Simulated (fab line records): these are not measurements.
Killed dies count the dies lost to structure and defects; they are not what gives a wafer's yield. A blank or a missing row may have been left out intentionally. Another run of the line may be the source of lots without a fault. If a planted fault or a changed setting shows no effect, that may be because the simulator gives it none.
The tool behind it: which one? ; flow n5_finfet ; route of 1938 steps, sampled at 1 step: 11 lots, 33 wafers

WHAT THE GAUGES READ, wafer by wafer
N5_BEOL_M15_THK_MEAS_50: measures by xrf. Usual: for M15_THK the level is 857 nm and the standard deviation is 21.
lot;measured;on;M15_THK (nm);flag
L797;day 12 05:23;film_metro-01;852 830 848;
L799;day 13 06:59;film_metro-02;853 826 846;
L802;day 13 22:26;film_metro-02;847 851 907;
L803;day 13 23:26;film_metro-02;863 859 856;
L805;day 14 04:36;film_metro-02;852 863 855;
L812;day 16 01:03;film_metro-02;846 851 846;
L814;day 16 04:46;film_metro-02;911 860 851;
L813;day 16 14:18;film_metro-01;899 843 913;
L818;day 17 22:02;film_metro-01;869 865 905;
L820;day 17 23:45;film_metro-02;829 844 825;
L819;day 18 10:04;film_metro-02;857 858 837;

TOOL THAT RAN EACH LOT (tool first, then ch and the chambers of the sampled wafers, then the start)
Before these readings, the record contains no process step.

WHAT THE TOOLS THEMSELVES READ (means of the sampled wafers that have a number; where no wafer has one, the mark that the record gives instead)
The record holds no such reading with a usual standard deviation.

THE ANSWER, worked out from the rows above alone
Rule: a lot is off if the mean of its wafers that have a number lies more than 3 standard deviations from the usual mean. A lot without any number at a reading at which 4 lots or more have one is off too. The other lots that the step has rows for count as sound. First the gauges in route order, then the tools' own readings, where a lot's mean is used as printed above. At the first step where some lot is off, the reading lying furthest off is the one used; lots without a number count as furthest.
None of the lots is off at any reading shown; this tells nothing.

WHAT THE SIMULATOR HAD INSERTED
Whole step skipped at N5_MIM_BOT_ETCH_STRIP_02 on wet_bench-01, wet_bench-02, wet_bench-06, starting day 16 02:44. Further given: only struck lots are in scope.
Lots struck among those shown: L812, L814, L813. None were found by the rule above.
